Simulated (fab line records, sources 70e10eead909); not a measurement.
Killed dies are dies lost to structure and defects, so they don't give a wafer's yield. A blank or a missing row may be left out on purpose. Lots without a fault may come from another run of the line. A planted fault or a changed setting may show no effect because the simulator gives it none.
A struck lot beside a sound one | flow nand_harc | 15 steps out of a route of 1302
Sound: wafers L767.1, L767.2, L767.6. Struck: wafers L759.2, L759.3, L759.4. The cause comes at the end.
At each step with rows: each side's tool, then ch and its chambers, then its first start. Under that, the readings that differ: sound wafers | struck wafers | difference of the means | sigmas: that difference in standard deviations of wafers without a fault.
alike: readings whose means differ by less than 2 such deviations, and words and numbers that are the same on both sides. not compared: withheld readings, readings that some wafer has no value for, bounds like >300 that may hide the same value, and numbers for which the record gives no deviation and whose values overlap.
The two part at a step that has a row with sigmas, a row that says differs or no value, or rows on one side only. Numbers that don't overlap but have no deviation are shown without sigmas and don't part them. A reading that every wafer of one side lacks parts them only if that side has two wafers or more.

first, 9 steps without rows for these wafers: NHARC_P_GATE_STRIP_50 (strips in SPM, time 900 s); NHARC_P_GATE_DEHYDRATE_51 (time 120 s); NHARC_P_GATE_HMDS_52 (time 30 s); NHARC_P_GATE_COAT_53; NHARC_P_GATE_SOFTBAKE_54 (time 95 s); NHARC_P_GATE_EBR_55; NHARC_P_GATE_EXPOSE_56 (exposes mask P PSD, target cd 720 nm); NHARC_P_GATE_PEB_57 (peb time 85 s); NHARC_P_GATE_DEVELOP_58 (time 70 s).
NHARC_P_GATE_CD_MEAS_59: target cd 720 nm.
  sound on cd_sem-03 ch 0, day 14 02:13; struck on cd_sem-01 ch 0, day 10 17:35
  alike: cd_nm
then, 1 step without rows for these wafers: NHARC_P_GATE_HARDBAKE_60 (time 80 s).
NHARC_P_GATE_DESCUM_61: chemistry O2, time 3 s.
  sound on rie_diel-10 ch 0,1,3, day 14 02:22; struck on rie_diel-01 ch 0,1,3, day 10 17:44
  alike: drypump_motor_current_A, oes_product_au, rf_vpp_V, showerhead_plenum_p_Torr, throttle_valve_pct
  not compared: rf_hours_counter_h
NHARC_P_GATE_IMPLANT_62:
  sound on implanter-01 ch 0, day 14 02:31; struck on implanter-02, day 10 17:55
  no value came back on the struck wafers for beam_energy_keV, beam_on_s (s); on the sound wafers beam_energy_keV reads 19.996 19.994 19.995
NHARC_P_GATE_STRIP_112: strips in N2/H2, time 200 s.
  sound on plasma_asher-02 ch 0,1, day 14 02:44; struck on plasma_asher-02 ch 0,1, day 10 18:07
  alike: drypump_motor_current_A, heater_power_w
  not compared: rf_hours_counter_h
-- the record jumps here: 19 days lie between the struck wafers' starts before and after (it left off in module P_GATE and takes up again in module END, whose first step shown is number 1302 of the route) --
NHARC_END_SORT_01:
  sound on prober-01 ch 0, day 32 17:36; struck on prober-02 ch 0, day 29 10:05
  reading             | sound    | struck      | difference | sigmas
  killed_at_periphery | 11 5 4   | 621 624 615 | +613       | +99 or more
  killed_dies         | 73 74 76 | 677 677 677 | +603       | +32
  alike: killed_at_array, killed_at_other, killed_open, killed_short

WHERE THEY PART
First at NHARC_P_GATE_IMPLANT_62; last, within this record, at NHARC_END_SORT_01.

WHY: what the simulator had put in
Skipped step whole: implanter-02, from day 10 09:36 on, at NHARC_P_GATE_IMPLANT_62. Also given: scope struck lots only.
